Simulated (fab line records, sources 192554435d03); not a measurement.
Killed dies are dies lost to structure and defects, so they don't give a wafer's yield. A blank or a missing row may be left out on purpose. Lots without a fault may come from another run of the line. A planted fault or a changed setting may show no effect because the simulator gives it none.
fab line records | flow n5_finfet | part 2 of 2: steps 18 to 29 of 29
record lots=5 wafers=15 last_day=15
route steps=1938 shown BEOL_M6@1227
lots that met no fault: from a run of the same line without faults
start_h: hours from the record's first day to the start of the lot's first wafer shown | wait_h: hours since the lot's step before | " the same as in the row above | L1.1+2: a row that stands for several wafers | - no value, or no start given | * or withheld: withheld | < > ~ a bound
route shown NAME@n: a module of which the file shows steps, and the number in the route of the first | usual: mean/standard deviation of fault-free wafers | same: alike in all rows | chamber/n: place in a boat | sites: the reading at each site | _std_site: their standard deviation | _edge_site: outer sites' mean less inner sites' | radius_mm: how far each site lies from the wafer's centre | mask NAME#n: copy n | behind: the tool/chamber that last shaped the wafer | hold: why the lot was held/for how many hours/how that ended | device: the transistor (n, p or np) that didn't switch | end of line: the same wafers' tests at the end of the route | a step without rows: its recipe alone | killed: dies lost to structure and defects at the first sort, not the wafer's yield | map: a wafer's dies, x killed, . not, _ none there
set.NAME: the setting as run; set.NAME@STEP: as run at that earlier step | model.NAME: the simulator's own value behind a step, which no gauge read
lots at some steps of the route; a table a step, a row a wafer
services: from which hour (start_h, from the record's first day; less than 0 if before it) a tool's chamber was out of use, for how many hours, and why
## steps
# step N5_BEOL_M6_SRD_40
# recipe time_s=30 temp_c=23 rinse_liquid=diw dry=ipa_marangoni
# columns lot.wafer tool chamber start_h wait_h
L078.1+3+4 wet_bench-04 4,6,7 214.60 0.0
L088.3+5+6 wet_bench-01 5,4,7 267.57 0.0
L089.1+3+6 wet_bench-01 7,5,6 273.81 0.0
L090.2+3+5 wet_bench-01 5,1,7 275.64 0.0
L091.3+5+6 wet_bench-01 6,4,2 278.99 0.0
# step N5_BEOL_M6_PRECLEAN_42
# recipe chemistry=residue_remover time_s=60 temp_c=40
# columns lot.wafer tool chamber start_h wait_h
L078.1+3+4 wet_bench-04 4,6,7 214.62 0.0
L088.3+5+6 wet_bench-01 5,4,7 267.58 0.0
L089.1+3+6 wet_bench-01 7,5,6 273.83 0.0
L090.2+3+5 wet_bench-01 5,1,7 275.66 0.0
L091.3+5+6 wet_bench-01 6,4,2 279.01 0.0
# step N5_BEOL_M6_SRD_43
# recipe time_s=30 temp_c=23 rinse_liquid=diw dry=ipa_marangoni
# columns lot.wafer tool chamber start_h wait_h
L078.1+3+4 wet_bench-04 4,6,7 214.64 0.0
L088.3+5+6 wet_bench-01 5,4,7 267.60 0.0
L089.1+3+6 wet_bench-01 7,5,6 273.84 0.0
L090.2+3+5 wet_bench-01 5,1,7 275.67 0.0
L091.3+5+6 wet_bench-01 6,4,2 279.02 0.0
# step N5_BEOL_M6_CD_MEAS_35
# recipe target_cd_nm=40 target_cd_y_nm=28 polarity=opening
# usual cd_nm=40.0/0.65
# columns lot.wafer tool chamber start_h wait_h cd_nm
L078.1 cd_sem-03 - 214.68 0.0 39.7
L078.3 " - " " 40.4
L078.4 " - " " 40.4
L088.3 cd_sem-02 - 267.64 0.0 39.7
L088.5 " - " " 39.9
L088.6 " - " " 39.8
L089.1 cd_sem-02 - 273.88 0.0 38.9
L089.3 " - " " 39.3
L089.6 " - " " 40.7
L090.2 cd_sem-01 - 275.71 0.0 40.6
L090.3 " - " " 39.4
L090.5 " - " " 39.8
L091.3 cd_sem-03 - 279.07 0.0 39.2
L091.5 " - " " 40.0
L091.6 " - " " 39.8
# step N5_BEOL_M6_CURE_75
# recipe temp_c=370 time_s=120 ambient=DMADMS/He material=SiCOH_lowk
# usual lamp_power_pct=52.32/0.056 wafer_temp_C_max=371.5/0.64
# columns lot.wafer tool chamber start_h wait_h lamp_power_pct wafer_temp_C_max
L078.1 uv_cure-03 2 214.93 0.3 52.33 370.6
L078.3 " 2 " " 52.35 371.1
L078.4 " 2 " " 52.25 370.8
L088.3 uv_cure-01 1 267.78 0.1 52.36 371.6
L088.5 " 1 " " 52.29 371.2
L088.6 " 1 " " 52.30 371.4
L089.1 uv_cure-03 1 273.92 0.0 52.20 371.2
L089.3 " 1 " " 52.37 370.6
L089.6 " 1 " " 52.42 371.3
L090.2 uv_cure-01 1 275.81 0.1 52.29 371.3
L090.3 " 1 " " 52.29 372.7
L090.5 " 1 " " 52.29 371.3
L091.3 uv_cure-01 1 279.21 0.1 52.36 371.5
L091.5 " 1 " " 52.36 371.6
L091.6 " 1 " " 52.33 371.4
# step N5_BEOL_M6_DEGAS_44
# recipe ambient=vacuum temp_c=250 time_s=60
# usual heater_power_w=328/29
# columns lot.wafer tool chamber start_h wait_h heater_power_w
L078.1 pvd_sputter-01 - 215.46 0.5 328
L078.3 " - " " 290
L078.4 " - " " 335
L088.3 pvd_sputter-01 - 268.12 0.3 336
L088.5 " - " " 345
L088.6 " - " " 342
L089.1 pvd_sputter-01 - 274.52 0.5 351
L089.3 " - " " 339
L089.6 " - " " 347
L090.2 pvd_sputter-01 - 276.24 0.4 336
L090.3 " - " " 284
L090.5 " - " " 332
L091.3 pvd_sputter-01 - 279.50 0.2 348
L091.5 " - " " 345
L091.6 " - " " 341
# step N5_BEOL_M6_PRE_CLEAN_45
# recipe gas=H2/He time_s=30 temp_c=250
# usual heater_power_w=328/28
# columns lot.wafer tool chamber start_h wait_h heater_power_w
L078.1 pvd_sputter-01 - 215.50 0.0 328
L078.3 " - " " 289
L078.4 " - " " 343
L088.3 pvd_sputter-01 - 268.16 0.0 327
L088.5 " - " " 351
L088.6 " - " " 344
L089.1 pvd_sputter-01 - 274.56 0.0 349
L089.3 " - " " 344
L089.6 " - " " 342
L090.2 pvd_sputter-01 - 276.28 0.0 326
L090.3 " - " " 288
L090.5 " - " " 334
L091.3 pvd_sputter-01 - 279.54 0.0 350
L091.5 " - " " 340
L091.6 " - " " 338
# step N5_BEOL_M6_ALD_77
# recipe material=TaN target_thk_a=20 temp_c=275 ald_precursor_family=PDMAT ald_co_reactant=NH3 pressure_torr=3 carrier_flow_sccm=1500 pulse_time_s=2 purge_time_s=3 co_reactant_purge_time_s=2 co_reactant_pulse_time_s=3 ald_cycles=40 precursor_vessel_temp_c=75 precursor_vessel_pressure_torr=26.25 precursor_vessel_carrier_sccm=1000
# usual heater_power_w=398/35 precursor_vessel_temp_c=75.00/0.12
# same co_reactant_pulse_time_s=3
# columns lot.wafer tool chamber start_h wait_h heater_power_w precursor_vessel_temp_c
L078.1 ald_metal-02 1 215.71 0.2 377 75.07
L078.3 " 0 " " 397 75.09
L078.4 " 2 " " 378 74.92
L088.3 ald_metal-01 2 268.40 0.2 376 74.92
L088.5 " 0 " " 431 74.91
L088.6 " 1 " " 433 75.03
L089.1 ald_metal-02 3 274.62 0.0 400 74.90
L089.3 " 2 " " 394 75.11
L089.6 " 2 " " 394 75.05
L090.2 ald_metal-02 3 276.34 0.0 401 75.00
L090.3 " 2 " " 384 74.89
L090.5 " 2 " " 389 75.06
L091.3 ald_metal-03 0 279.60 0.0 351 74.93
L091.5 " 2 " " 347 75.00
L091.6 " 3 " " 430 75.00
# step N5_BEOL_M6_SURFACE_TREAT_79
# recipe gas=Ar time_s=* ion_energy_ev=* ion_current_ma_cm2=0.5 pressure_mtorr=* ar_flow_sccm=30
# usual throttle_valve_pct=*
# columns lot.wafer tool chamber start_h wait_h throttle_valve_pct
L078.1 pvd_sputter-02 - 216.03 0.2 *
L078.3 " - " " *
L078.4 " - " " *
L088.3 pvd_sputter-02 - 268.71 0.2 *
L088.5 " - " " *
L088.6 " - " " *
L089.1 pvd_sputter-01 - 274.92 0.2 *
L089.3 " - " " *
L089.6 " - " " *
L090.2 pvd_sputter-01 - 276.68 0.2 *
L090.3 " - " " *
L090.5 " - " " *
L091.3 pvd_sputter-03 - 279.91 0.2 *
L091.5 " - " " *
L091.6 " - " " *
# step N5_BEOL_M6_CVD_78
# recipe material=Co target_thk_a=20 temp_c=withheld precursor=CCTBA/H2 pressure_torr=30 time_s=142.3
# columns lot.wafer tool chamber start_h wait_h
L078.1+3+4 cvd_co-01 1,0,2 216.09 0.0
L088.3+5+6 cvd_co-01 1,1,0 268.81 0.1
L089.1+3+6 cvd_co-02 0,1,2 275.21 0.3
L090.2+3+5 cvd_co-02 2,0,1 276.76 0.1
L091.3+5+6 cvd_co-01 0,2,1 279.97 0.0
# step N5_BEOL_M6_SPUTTER_48
# recipe material=Cu target_thk_a=100 temp_c=-20 bias_v=60 power_w=26000 chamber_pressure_pa=0.13 time_s=1.667
# usual chuck_gas_flow_sccm=1.26/0.051 chuck_sensor_temp_C=-15.8/0.53 throttle_valve_pct=30.0/1
# columns lot.wafer tool chamber start_h wait_h chuck_gas_flow_sccm chuck_sensor_temp_C throttle_valve_pct
L078.1 pvd_sputter-03 - 216.31 0.2 1.32 -15.9 29.7
L078.3 " - " " 1.30 -15.9 28.4
L078.4 " - " " 1.30 -16.1 30.0
L088.3 pvd_sputter-02 - 269.03 0.2 1.30 -16.7 31.0
L088.5 " - " " 1.29 -15.8 30.3
L088.6 " - " " 1.33 -15.5 29.5
L089.1 pvd_sputter-01 - 275.40 0.1 1.21 -15.2 31.5
L089.3 " - " " 1.18 -15.3 31.1
L089.6 " - " " 1.31 -15.2 31.1
L090.2 pvd_sputter-01 - 276.90 0.1 1.20 -15.2 31.4
L090.3 " - " " 1.29 -16.6 28.2
L090.5 " - " " 1.27 -15.3 31.2
L091.3 pvd_sputter-03 - 280.13 0.1 1.18 -15.8 29.7
L091.5 " - " " 1.33 -15.9 28.5
L091.6 " - " " 1.21 -15.9 30.4
# step N5_BEOL_M6_ECD_50
# recipe material=Cu target_thk_a=3000
# columns lot.wafer tool chamber start_h wait_h
L078.1+3+4 ecd_cu-01 0,1,0 216.43 0.1
L088.3+5+6 ecd_cu-01 0,1,0 269.17 0.1
L089.1+3+6 ecd_cu-02 1,0,0 275.52 0.1
L090.2+3+5 ecd_cu-02 0 277.02 0.1
L091.3+5+6 ecd_cu-01 1,1,0 280.27 0.1
## services
# columns tool chamber start_h hours kind
cvd_co-01 - 210.25 2.8 pm
uv_cure-01 - 212.44 24.9 pm
rie_diel-02 1 215.45 4.4 repair
ald_metal-01 3 219.42 15.4 repair
rie_diel-01 1 220.56 - clean
rie_diel-01 1 220.56 - consumable_replace:focus_ring
rie_diel-01 1 220.56 19.1 scheduled_down
rie_diel-01 1 220.56 19.1 vent_cycle
rie_diel-01 - 223.56 0.1 repair
cvd_co-02 - 231.13 0.6 repair
ald_metal-01 0 234.97 1.9 repair
uv_cure-01 - 237.34 5.0 pm
uv_cure-01 - 244.91 2.1 pm
cvd_co-02 1 245.07 4.7 repair
rie_diel-02 1 250.21 - clean
rie_diel-02 1 250.21 - consumable_replace:focus_ring
rie_diel-02 1 250.21 13.8 scheduled_down
rie_diel-02 1 250.21 13.8 vent_cycle
ald_metal-03 1 269.22 2.1 repair
rie_diel-02 - 274.83 1.4 repair
